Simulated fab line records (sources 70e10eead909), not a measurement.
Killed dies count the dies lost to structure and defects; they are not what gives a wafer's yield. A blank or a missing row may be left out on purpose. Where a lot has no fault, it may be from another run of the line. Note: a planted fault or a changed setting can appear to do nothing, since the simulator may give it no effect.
Which tool is to blame? || flow nand_harc || 12 lots, 36 wafers sampled, at 1 step of a route of 1159

## WHAT THE GAUGES SHOWED, per wafer
NHARC_A_BLC_OVL_MEAS_11.
{"lot": "L076", "measured": "day 17 15:59", "on": "overlay-02", "overlay_x_nm (nm)": "0.4 0.4 0.6"}
{"lot": "L074", "measured": "day 17 19:23", "on": "overlay-02", "overlay_x_nm (nm)": "-0.5 -1.0 -0.4"}
{"lot": "L077", "measured": "day 18 14:56", "on": "overlay-02", "overlay_x_nm (nm)": "-0.7 -0.8 -1.0"}
{"lot": "L081", "measured": "day 19 05:20", "on": "overlay-02", "overlay_x_nm (nm)": "-0.4 -0.8 -0.4"}
{"lot": "L084", "measured": "day 19 14:39", "on": "overlay-01", "overlay_x_nm (nm)": "0.4 0.4 0.8"}
{"lot": "L085", "measured": "day 20 03:11", "on": "overlay-01", "overlay_x_nm (nm)": "0.1 0.2 1.0"}
{"lot": "L087", "measured": "day 20 09:17", "on": "overlay-01", "overlay_x_nm (nm)": "-0.8 -0.7 -0.5"}
{"lot": "L088", "measured": "day 20 14:53", "on": "overlay-02", "overlay_x_nm (nm)": "-0.1 -0.2 -1.2"}
{"lot": "L090", "measured": "day 21 13:15", "on": "overlay-02", "overlay_x_nm (nm)": "1.1 0.4 0.6"}
{"lot": "L095", "measured": "day 21 23:55", "on": "overlay-02", "overlay_x_nm (nm)": "-1.4 -0.5 -0.3"}
{"lot": "L094", "measured": "day 22 09:02", "on": "overlay-02", "overlay_x_nm (nm)": "0.9 1.0 0.9"}
{"lot": "L097", "measured": "day 22 20:01", "on": "overlay-01", "overlay_x_nm (nm)": "0.9 0.9 0.5"}

## TOOL THAT RAN EACH LOT (tool first, then ch and the chambers of the sampled wafers, then the start)
Record: no process step prior to these readings.

## THE ANSWER, worked out from the rows above alone
Rule: the lots themselves supply what counts as usual. Put in order of their means at a reading, lots are off if they are a third of the lots or fewer, leave a main group of 4 or more, and stand apart from it by a gap of 3 or more times the standard deviation of the main group's means; of several such gaps the widest counts. A main group is skipped when, at the precision printed for the reading in the tables above, its means are all equal. Also off: a lot with no number at a reading for which 4 or more lots have one. The other lots that the step has rows for count as sound.
Nothing can be told from this: no lot is off at any reading shown.

## WHAT THE SIMULATOR PUT IN
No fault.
